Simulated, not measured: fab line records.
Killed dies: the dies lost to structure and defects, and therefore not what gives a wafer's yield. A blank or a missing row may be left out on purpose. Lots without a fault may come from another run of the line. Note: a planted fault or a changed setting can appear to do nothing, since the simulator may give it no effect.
Struck lot and sound lot, side by side | flow n5Finfet | 25 out of 1938 route steps
Sound: these wafers, L160.1, L160.2, L160.4. Struck: wafers L158.2, L158.3, L158.4. The cause is named last.
Order at every step that has rows: each side's tool, ch and its chambers, its first start. Under that, the readings that differ: sound wafers | struck wafers | difference of the means | sigmas: that difference in standard deviations of wafers without a fault.
alike: readings with means less than 2 such deviations apart, plus words and numbers identical on both sides. not compared: withheld readings, readings lacking a value on some wafer, bounds such as >300 that could conceal the same value, and numbers that have no deviation in the record and whose values overlap.
The two part at a step that has a row with sigmas, a row that says differs or no value, or rows on one side only. Numbers that have no deviation but don't overlap get no sigmas and don't part them. A reading that every wafer of one side lacks parts them only if that side has two wafers or more.

first, 10 steps without rows for these wafers: N5_SD_EPI_P_DESCUM_14 (chemistry O2, time 7.9 s); N5_SD_EPI_P_ETCH_36 (etches SiARC in CF4, target depth 45.5 nm, time 75.8 s); N5_SD_EPI_P_ETCH_37 (etches SOC in N2/H2, overetch 108 nm, time 486 s); N5_SD_EPI_P_STRIP_38 (strips in N2/H2); N5_SD_EPI_P_ETCHBACK_46 (etches SiNx in CH3F/O2, stops on SiO2, target depth 17.5 nm); N5_SD_EPI_P_ETCH_47 (etches SiOCN in CH3F/O2, target depth 25 nm); N5_SD_EPI_P_ETCH_16 (etches SiO2 in CHF3/O2, target depth 5 nm); N5_SD_EPI_P_STRIP_50 (strips in CHF3/O2); N5_SD_EPI_P_SD_RECESS_17 (chemistry HBr/Cl2/O2, target depth 39.1 nm, bt time 3 s); N5_SD_EPI_P_WET_ETCH_45 (etches SiO2 in dHF, time 10.7 s, target depth 2 nm, rinse time 30 s).
N5_SD_EPI_P_STRIP_40: strips in N2/H2.
  sound on plasmaAsher-01 ch 0,1, day 7 03:11; struck on plasmaAsher-02 ch 0,1, day 6 17:47
  no value came back on the struck wafers for any of 5 readings (drypumpMotorCurrentA (A), h2FlowSccm (sccm) and others); on the sound wafers drypumpMotorCurrentA (A) reads 5.95 5.99 5.97
  not compared: rfHoursCounterH
then, 11 steps without rows for these wafers: N5_SD_EPI_P_PRECLEAN_52 (cleans in O3/DIW, time 60 s); N5_SD_EPI_P_SRD_20 (time 30 s); N5_SD_EPI_P_PRECLEAN_51 (cleans in NF3:NH3, afs cycles 1, time 20 s, sublimation time 60 s); N5_SD_EPI_P_VAPOR_ETCH_44 (etches SiGe30 in NF3/Ar, time 3.3 s); N5_SD_EPI_P_EPI_21 (deposits SiGe:B, time 355 s); N5_SD_EPI_P_HM_STRIP_48 (strips SiNx in H3PO4, material SiNx, target depth 3 nm); N5_SD_EPI_P_SRD_49 (time 30 s); N5_SD_EPI_P_PRECLEAN_24 (cleans in O3/DIW, time 45 s); N5_SD_EPI_P_PRECLEAN_32 (cleans in dHF, time 10 s); N5_SD_EPI_P_PRECLEAN_33 (cleans in SC2, time 45 s); N5_SD_EPI_P_SRD_25 (time 30 s).
N5_SD_EPI_P_INSPECT_26: inspects for defects (darkfield).
  sound on defectInspect-02, day 7 06:13; struck on defectInspect-01, day 6 20:41
reading        | sound       | struck         | difference | sigmas
rawDefectCount | 199 235 234 | 1475 1355 1391 | +1184      | +32
N5_BEOL_M4_RC_MEAS_101:
  the record has rows for the sound wafers here (prober-01 ch 0, day 12 11:18) and none for the struck ones
-- record jumps: 9 days separate the struck wafers' starts on either side; left off in module BEOL_M4, taken up again in module PASSIVATION, whose first shown step is the route's number 1936 --
N5_PASSIVATION_PROBE_49:
  rows exist in the record for the struck wafers here (prober-02, day 16 08:23), but not for the sound ones

## WHERE THEY PART
Earliest at N5_SD_EPI_P_STRIP_40; latest, in this record, at N5_PASSIVATION_PROBE_49.

WHY: the cause the simulator had injected
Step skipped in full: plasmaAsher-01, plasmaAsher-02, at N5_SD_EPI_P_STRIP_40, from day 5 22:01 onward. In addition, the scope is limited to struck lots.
